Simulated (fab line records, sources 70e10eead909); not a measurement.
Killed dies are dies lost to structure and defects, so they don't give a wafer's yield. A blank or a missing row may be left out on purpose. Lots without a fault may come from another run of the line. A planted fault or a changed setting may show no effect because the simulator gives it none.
Problem report in the 8D (eight disciplines) form, filled by code | flow nand_harc | the parts of the form that need people (team, actions taken, sign-off) are left out

1. THE PROBLEM
oes_product_au at NHARC_P_BONDPAD_ETCH_24 reads a mean of 0.813 a.u. on 1 wafer of 1 lot; wafers without a fault read 0.999 a.u. with a standard deviation of 0.012. That is -16 standard deviations from the usual mean.
The step: etches the open film in CF4/N2, target depth 30 nm, time 72.99 s.
First seen on wafer L355.6, day 9 05:40, on rie_diel-03. The record holds 39 wafers of 13 lots with a number at this step. Rule for "out", or "out of limits": more than 4 standard deviations from the usual mean. The other wafers with a number count as sound.

2. WHAT IT IS AND WHAT IT IS NOT
question                    | is               | is not
which readings at this step | oes_product_au   | rf_vpp_V, showerhead_plenum_p_Torr, throttle_valve_pct
which lots                  | L355             | L349, L359, L361, L363, L364, L366, L367, L368, L369, L370, L371, L372
which wafers of those lots  | L355.6           | L355.4, L355.5
read on which tools         | rie_diel-03      | rie_diel-04, rie_diel-08
when                        | from day 9 05:40 | up to then (5 sound wafers); but 33 sound wafers of L359, L361, L363, L364, L366, L367, L368, L369, L370, L371, L372 came after

3. SUSPECTS, AND WHAT RULES EACH OUT
Counting: a tool at a process step up to the reading stays a suspect if it ran every lot that is out. Sound lots after the first of them don't rule it out here, since some wafers of a struck lot are sound.
- cmp-01 at NHARC_P_BONDPAD_CMP_32 (polishes SiCN, target thk 200 nm): kept. It ran the lot that is out, L355 (day 9 04:13).
- rie_diel-04 at NHARC_P_BONDPAD_ETCH_37 (etches the open film in N2/H2, target depth 60 nm, overetch 18 nm, time 65.91 s): kept. It ran the lot that is out, L355 (day 9 05:13); its last sound lot up to then is L349 (day 6 13:20).
- rie_diel-03 at NHARC_P_BONDPAD_STRIP_15 (strips in O2): kept. It ran the lot that is out, L355 (day 9 05:33); its last sound lot up to then is L349 (day 6 13:40).
- rie_diel-03 at NHARC_P_BONDPAD_ETCH_24 (etches the open film in CF4/N2, target depth 30 nm, time 72.99 s): kept. It ran the lot that is out, L355 (day 9 05:40); its last sound lot up to then is L349 (day 6 13:49). Its own readings are out on those wafers: oes_product_au.
- Within cmp-01 at NHARC_P_BONDPAD_CMP_32: the wafers that are out ran in chamber 1; their sound lot-mates ran in chamber 0.
- Within rie_diel-04 at NHARC_P_BONDPAD_ETCH_37: the wafers that are out ran in chamber 2; their sound lot-mates ran in chambers 0, 3.
- Within rie_diel-03 at NHARC_P_BONDPAD_STRIP_15: the wafers that are out ran in chamber 3; their sound lot-mates ran in chambers 1, 2.
- Within rie_diel-03 at NHARC_P_BONDPAD_ETCH_24: the wafers that are out ran in chamber 0; their sound lot-mates ran in chamber 1.
Left after counting: cmp-01 at NHARC_P_BONDPAD_CMP_32, rie_diel-04 at NHARC_P_BONDPAD_ETCH_37, rie_diel-03 at NHARC_P_BONDPAD_STRIP_15, rie_diel-03 at NHARC_P_BONDPAD_ETCH_24.

4. THE CAUSE (what the simulator had put in)
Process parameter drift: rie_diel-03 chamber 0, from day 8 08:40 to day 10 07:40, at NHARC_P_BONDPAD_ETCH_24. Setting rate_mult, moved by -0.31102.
Counting left 4 suspects, and this tool is among them.

5. THE CHAIN OF EFFECTS, in route order
Each row: a reading whose mean over the struck wafers that have a number lies more than 3 standard deviations from the usual. Only readings for which the record gives a usual standard deviation are gone through. hours: the time from each lot's start at the first step in this table that gives one to its start at this step, as a median over the lots. sigmas: the change in usual standard deviations.
hours | step                    | reading        | usual      | on struck wafers | change | sigmas
0     | NHARC_P_BONDPAD_ETCH_24 | oes_product_au | 0.999 a.u. | 0.813            | -0.186 | -16
The process steps in it:
- NHARC_P_BONDPAD_ETCH_24: etches the open film in CF4/N2, target depth 30 nm, time 72.99 s.

6. WHAT WOULD HAVE CAUGHT IT SOONER
In this record the first reading out of limits was taken at day 9 05:40, 21 hours after the fault began at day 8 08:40.
